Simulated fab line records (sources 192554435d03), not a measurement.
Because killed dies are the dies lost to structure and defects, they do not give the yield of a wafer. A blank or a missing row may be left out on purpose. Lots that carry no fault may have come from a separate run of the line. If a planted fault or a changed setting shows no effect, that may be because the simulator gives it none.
Code-filled problem report in 8D (eight disciplines) form    flow n5 finfet    the parts of the form that need people (team, actions taken, sign-off) are left out

## 1. WHAT IS WRONG
Mean CJ_N at N5_BEOL_M4_RC_MEAS_101: 2.70 over 2 wafers in 2 lots; fault-free wafers: 4.33, standard deviation 0.1. That is -16 standard deviations from the usual mean.
Seen first at day 13 10:24 on prober-02, wafer L529.1. Wafers with a number at this step in the record: 28, from 10 lots. Rule for "out" (also "out of limits"): further than 4 standard deviations from the usual mean. Any other wafer with a number is counted as sound.

## 2. WHAT IT IS AND WHAT IT IS NOT
question                     is                    is not
which readings at this step  CJ_N, ION_N, REXT_N   DIBL_P, IOFF_N, IOFF_P, ION_P, SS_P, VT_P
which lots                   L529, L531            L509, L510, L512, L514, L517, L518, L519, L524
which wafers of those lots   L529.1, L531.1        L529.6, L531.3, L531.4
read on which gauges         prober-01, prober-02  -
when                         from day 13 10:24     up to then (24 sound wafers); but 2 sound wafers of L531 came after

## 3. SUSPECTS, AND WHAT RULES EACH OUT
Counting: a tool at a process step up to the reading stays a suspect if it ran every lot that is out. Sound lots after the first of them don't rule it out here, since some wafers of a struck lot are sound.
- the gauge at N5_BEOL_M4_RC_MEAS_101 is ruled out. Those wafers that are out were read across 2 gauges (prober-01, prober-02).
- rie si-05 at N5_SD_EPI_N_SD_RECESS_17 (chemistry HBr/Cl2/O2, target depth 41 nm, time 23.7 s, bt time 3 s): kept. It ran every lot that is out, first L529 (day 8 00:29); its last sound lot up to then is L524 (day 6 21:19).
- rie si-05, N5_SD_EPI_N_SD_RECESS_17: wafers that are out in chamber 0, sound lot-mates in chambers 1, 3.
The count leaves rie si-05 at N5_SD_EPI_N_SD_RECESS_17.

## 4. THE CAUSE (what the simulator had put in)
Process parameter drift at N5_SD_EPI_N_SD_RECESS_17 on rie si-05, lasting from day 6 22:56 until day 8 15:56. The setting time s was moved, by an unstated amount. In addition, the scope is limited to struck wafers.
This tool alone remained once counting was done.

## 5. SEQUENCE OF EFFECTS, ordered by route
Each row: a reading whose mean over the struck wafers that have a number lies more than 3 standard deviations from the usual. Readings are gone through only where the record gives a usual standard deviation; hours: the median, over the lots, of the time from a lot's start at the first step in this table giving one to that lot's start at this step; sigmas: the change measured in usual standard deviations.
hours  step                     reading           usual        on struck wafers  change  sigmas
0      N5_BEOL_M4_RC_MEAS_101   CJ_N              4.33         2.70              -1.63   -16
0      N5_BEOL_M4_RC_MEAS_101   ION_N             674 uA/um    594               -80     -6.7
0      N5_BEOL_M4_RC_MEAS_101   REXT_N            75.3 ohm.um  84.2              +8.9    +4.9
100    N5_PASSIVATION_PROBE_49  sort_bin_8_speed  0.00 %       91.23             +91.23  +99 or more
100    N5_PASSIVATION_PROBE_49  sort n pass       1073         0                 -1072   -56
100    N5_PASSIVATION_PROBE_49  sort yield pct    90.9 %       0.1               -90.9   -57
Here are the process steps it includes:
- N5_PASSIVATION_PROBE_49

## 6. WHAT WOULD HAVE CAUGHT IT SOONER
In this record the first reading out of limits at a measuring or inspecting step was taken at day 13 10:24, 155 hours after the fault began at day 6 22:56.
Tool readings at N5_SD_EPI_N_SD_RECESS_17 with a usual standard deviation given in the record: none out on any struck wafer, hence no alarm at a limit of 4 standard deviations on them.
All the lots that are out (2) had begun N5_SD_EPI_N_SD_RECESS_17 on rie si-05 by day 13 10:24. Had the tool been put on hold then, not one of them would have been saved.
